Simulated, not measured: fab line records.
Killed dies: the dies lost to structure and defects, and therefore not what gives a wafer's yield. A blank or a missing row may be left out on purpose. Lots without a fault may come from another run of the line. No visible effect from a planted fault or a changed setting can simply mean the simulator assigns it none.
Chamber matching / flow nand harc / ald hk-04 running NHARC_A_CHANNEL_FILL_D2_ALD_16: 4 sister chambers
The step deposits SiO2, target thk 1.5 nm, pulse time 10 s, ald cycles 15. 4 wafers are shown with their chamber, then 12 later ones without.

## WAFERS, EACH WITH ITS CHAMBER
wafer=L083.5; chamber=1; heater power w (W)=475
wafer=L083.1; chamber=3; heater power w (W)=459
wafer=L083.2; chamber=2; heater power w (W)=453
wafer=L083.6; chamber=0; heater power w (W)=595

## WAFERS WITH NO CHAMBER GIVEN
wafer=L086.1; heater power w (W)=469
wafer=L086.2; heater power w (W)=594
wafer=L086.5; heater power w (W)=611
wafer=L086.3; heater power w (W)=475
wafer=L086.4; heater power w (W)=445
wafer=L086.6; heater power w (W)=446
wafer=L090.1; heater power w (W)=457
wafer=L090.3; heater power w (W)=463
wafer=L090.4; heater power w (W)=560
wafer=L091.1; heater power w (W)=461
wafer=L091.3; heater power w (W)=437
wafer=L091.5; heater power w (W)=459

## WHICH CHAMBER EACH ONE RAN IN
wafer=L086.1; from the rows above=can't be placed: 1 or 3 or 2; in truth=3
wafer=L086.2; from the rows above=0; in truth=0
wafer=L086.5; from the rows above=0; in truth=0
wafer=L086.3; from the rows above=can't be placed: 1 or 3 or 2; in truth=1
wafer=L086.4; from the rows above=can't be placed: 2 or 3 or 1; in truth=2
wafer=L086.6; from the rows above=can't be placed: 2 or 3 or 1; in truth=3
wafer=L090.1; from the rows above=can't be placed: 3 or 2 or 1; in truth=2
wafer=L090.3; from the rows above=can't be placed: 3 or 2 or 1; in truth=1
wafer=L090.4; from the rows above=0; in truth=0
wafer=L091.1; from the rows above=can't be placed: 3 or 2 or 1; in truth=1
wafer=L091.3; from the rows above=can't be placed: 2 or 3 or 1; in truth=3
wafer=L091.5; from the rows above=can't be placed: 3 or 2 or 1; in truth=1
Correctly placed: 3 of 12. Cannot be placed on the basis of these rows: 9; the candidates contain the true chamber in 9. Placed wrongly: 0.
How it was worked out, from the rows above alone: a wafer's distance from a chamber is the root of the sum, over the readings, of the square of ((its reading less the chamber's mean) divided by the reading's scatter). The wafer belongs to the nearest chamber; if the next one is less than 2 further off, it can't be placed. A chamber's mean is the mean of its shown wafers. The scatter: with one shown wafer a chamber, the root of the mean of the squares of how far each hidden wafer lies from its nearest shown one.
